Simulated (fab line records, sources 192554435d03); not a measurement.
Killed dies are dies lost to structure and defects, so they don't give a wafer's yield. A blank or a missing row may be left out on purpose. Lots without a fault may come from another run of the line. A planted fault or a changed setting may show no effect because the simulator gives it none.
Problem report in the 8D (eight disciplines) form, filled by code | flow n5_finfet | the parts of the form that need people (team, actions taken, sign-off) are left out

1. THE PROBLEM
bias_w at N5_MIM_TOP_ETCH_ETCH_00 reads a mean of 120.1 W on 4 wafers of 2 lots; wafers without a fault read 126.0 W with a standard deviation of 0.33. That is -18 standard deviations from the usual mean.
The step: etches TiN in Cl2/BCl3, target depth 38.5 nm.
First seen on wafer L522.5, day 16 08:46, on rie_metal-02. The record holds 30 wafers of 10 lots with a number at this step. Rule for "out", or "out of limits": more than 4 standard deviations from the usual mean. The other wafers with a number count as sound.

2. WHAT IT IS AND WHAT IT IS NOT
question                    | is                             | is not
which readings at this step | bias_w                         | chamber_pressure_mTorr, drypump_motor_current_A, oes_product_au, rf_fwd_power_W, throttle_valve_pct
which lots                  | L521, L522                     | L507, L509, L511, L513, L514, L523, L525, L526
which wafers of those lots  | L521.1, L521.3, L521.6, L522.5 | L522.2, L522.4
read on which tools         | rie_metal-02                   | rie_metal-01, rie_metal-03
when                        | from day 16 08:46              | up to then (17 sound wafers); but 9 sound wafers of L523, L525, L526 came after

3. SUSPECTS, AND WHAT RULES EACH OUT
Counting: a tool at a process step up to the reading stays a suspect if it ran every lot that is out. Sound lots after the first of them don't rule it out here, since some wafers of a struck lot are sound.
- pvd_sputter-02 at N5_BEOL_M15_SPUTTER_43 (material TaN, target thk 15 nm, time 24.19 s): kept. It ran every lot that is out, first L522 (day 16 03:58); its last sound lot up to then is L511 (day 13 02:58).
- rie_metal-02 at N5_MIM_TOP_ETCH_ETCH_00 (etches TiN in Cl2/BCl3, target depth 38.5 nm): kept. It ran every lot that is out, first L522 (day 16 08:46); its last sound lot up to then is L509 (day 14 16:46). Its own readings are out on those wafers: bias_w.
- Within rie_metal-02 at N5_MIM_TOP_ETCH_ETCH_00: the wafers that are out ran in chamber 1; their sound lot-mates ran in chamber 0.
Left after counting: pvd_sputter-02 at N5_BEOL_M15_SPUTTER_43, rie_metal-02 at N5_MIM_TOP_ETCH_ETCH_00.

4. THE CAUSE (what the simulator had put in)
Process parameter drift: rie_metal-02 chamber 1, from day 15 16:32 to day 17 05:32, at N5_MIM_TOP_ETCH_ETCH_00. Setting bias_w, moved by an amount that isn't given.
Counting left 2 suspects, and this tool is among them.

5. THE CHAIN OF EFFECTS, in route order
Each row: a reading whose mean over the struck wafers that have a number lies more than 3 standard deviations from the usual. Only readings for which the record gives a usual standard deviation are gone through. hours: the time from each lot's start at the first step in this table that gives one to its start at this step, as a median over the lots. sigmas: the change in usual standard deviations.
hours | step                    | reading | usual   | on struck wafers | change | sigmas
0     | N5_MIM_TOP_ETCH_ETCH_00 | bias_w  | 126.0 W | 120.1            | -5.9   | -18
The process steps in it:
- N5_MIM_TOP_ETCH_ETCH_00: etches TiN in Cl2/BCl3, target depth 38.5 nm.

6. WHAT WOULD HAVE CAUGHT IT SOONER
In this record the first reading out of limits was taken at day 16 08:46, 16 hours after the fault began at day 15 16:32.
